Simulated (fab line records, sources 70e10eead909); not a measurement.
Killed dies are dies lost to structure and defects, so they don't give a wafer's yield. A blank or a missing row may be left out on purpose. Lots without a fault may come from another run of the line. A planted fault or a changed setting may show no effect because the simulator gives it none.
Chamber matching | flow nand_harc | NHARC_A_STAIRCASE_ETCH_23 on rie_diel-08: 4 sister chambers
The step etches the open film in C4F8/O2, target depth 100 nm, time 40.5 s. 8 wafers are shown with their chamber, then 7 later ones without.

WAFERS WITH THEIR CHAMBER
wafer  | chamber | rf_vpp_V (V) | run_length_s (s)
L447.2 | 2       | 900          | 62.2
L449.1 | 3       | 887          | 61.9
L451.3 | 1       | 896          | 61.7
L463.1 | 1       | 894          | 61.5
L463.4 | 2       | 900          | 62.3
L463.6 | 0       | 889          | 61.1
L461.1 | 3       | 887          | 61.8
L461.2 | 0       | 888          | 61.0

WAFERS WITHOUT THEIR CHAMBER
wafer  | rf_vpp_V (V) | run_length_s (s)
L461.5 | 887          | 61.7
L462.3 | 887          | 61.1
L462.5 | 887          | 61.4
L462.6 | 900          | 62.3
L464.3 | 894          | 61.4
L464.4 | 890          | 60.9
L464.5 | 888          | 61.0

WHICH CHAMBER EACH WENT THROUGH
wafer  | from the rows above     | in truth
L461.5 | 3                       | 3
L462.3 | 0                       | 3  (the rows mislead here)
L462.5 | can't be placed: 0 or 3 | 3
L462.6 | 2                       | 2
L464.3 | 1                       | 1
L464.4 | 0                       | 0
L464.5 | 0                       | 0
Placed correctly: 5 of 7. Can't be placed from these rows: 1 (the true chamber is among the candidates in 1). Placed wrongly: 1.
How it was worked out, from the rows above alone: a wafer's distance from a chamber is the root of the sum, over the readings, of the square of ((its reading less the chamber's mean) divided by the reading's scatter). The wafer belongs to the nearest chamber; if the next one is less than 2 further off, it can't be placed. A chamber's mean is the mean of its shown wafers. The scatter: the root of (the sum of the squares of (reading less its chamber's mean) over the shown wafers, divided by (wafers less chambers)).
